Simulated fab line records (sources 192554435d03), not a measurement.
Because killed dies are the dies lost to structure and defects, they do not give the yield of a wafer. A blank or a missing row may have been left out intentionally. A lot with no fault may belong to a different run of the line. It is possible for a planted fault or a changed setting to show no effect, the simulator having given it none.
Matching of chambers ; flow n5-finfet ; N5_BEOL_M7_ILD_DEP_00 on pecvd-04: 3 sister chambers
The step deposits SiCOH lowk from DEMS/porogen, target thk 179.75 nm, time 33.4 s. 24 wafers are shown with their chamber, then 12 later ones without.

## WAFERS WITH THEIR CHAMBER
wafer;chamber;throttle-valve-pct (%);heater-power-w (W);showerhead-plenum-p-Torr (Torr)
L074.2;1;12.9;359;5.736
L074.3;0;13.6;361;5.777
L074.4;2;14.3;270;5.748
L077.2;0;13.6;352;5.747
L077.3;1;12.8;300;5.749
L077.4;0;13.3;356;5.762
L076.3;1;12.6;323;5.737
L076.5;0;13.9;358;5.762
L076.6;1;12.7;330;5.745
L078.1;1;12.4;376;5.740
L078.4;1;12.4;301;5.733
L078.5;1;12.6;301;5.748
L080.3;0;13.5;315;5.755
L080.4;1;12.3;356;5.746
L080.5;1;12.6;349;5.738
L081.3;1;12.5;350;5.764
L081.5;0;13.8;365;5.750
L081.6;2;13.2;281;5.739
L082.1;1;12.6;318;5.728
L082.4;1;12.8;332;5.737
L082.6;0;13.6;333;5.759
L090.2;2;13.2;296;5.746
L090.3;1;12.6;371;5.739
L090.6;2;13.1;293;5.742

SIGNATURES (means of the wafers above)
reading;chamber 0;chamber 1;chamber 2;scatter within a chamber
throttle-valve-pct;13.614;12.600;13.450;0.272
heater-power-w;348.57;335.85;285.00;22.7
showerhead-plenum-p-Torr;5.75886;5.74154;5.74375;0.00877
Rule: a wafer lies at a distance from a chamber equal to the root of the sum of squares, over the readings, of (its reading less the chamber's mean, divided by the reading's scatter). The wafer belongs to the nearest chamber; if the next one is less than 2 further off, it can't be placed. The scatter: take each reading less its chamber's mean, square it, sum over the shown wafers, divide by the number of wafers less the number of chambers, and take the root.

## WAFERS WITH NO CHAMBER GIVEN
wafer;throttle-valve-pct (%);heater-power-w (W);showerhead-plenum-p-Torr (Torr)
L091.1;13.8;354;5.748
L091.2;13.1;280;5.741
L091.3;12.8;370;5.740
L093.1;13.5;307;5.772
L093.5;12.6;364;5.757
L093.6;13.3;244;5.753
L096.1;12.5;346;5.743
L096.3;13.8;367;5.756
L096.6;13.9;285;5.765
L097.3;12.9;368;5.750
L097.4;12.8;299;5.751
L097.6;13.5;300;5.744

## WHICH CHAMBER EACH WENT THROUGH
wafer;from the rows above;in truth
L091.1;can't be placed: 0 or 2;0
L091.2;can't be placed: 2 or 1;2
L091.3;1;1
L093.1;can't be placed: 0 or 2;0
L093.5;can't be placed: 1 or 0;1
L093.6;2;2
L096.1;1;1
L096.3;0;0
L096.6;can't be placed: 2 or 0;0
L097.3;can't be placed: 1 or 0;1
L097.4;can't be placed: 1 or 2 or 0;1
L097.6;2;2
Placed correctly: 5 of 12. From these rows, 7 cannot be placed; in 7 the true chamber is one of the candidates. Placed wrongly: 0.
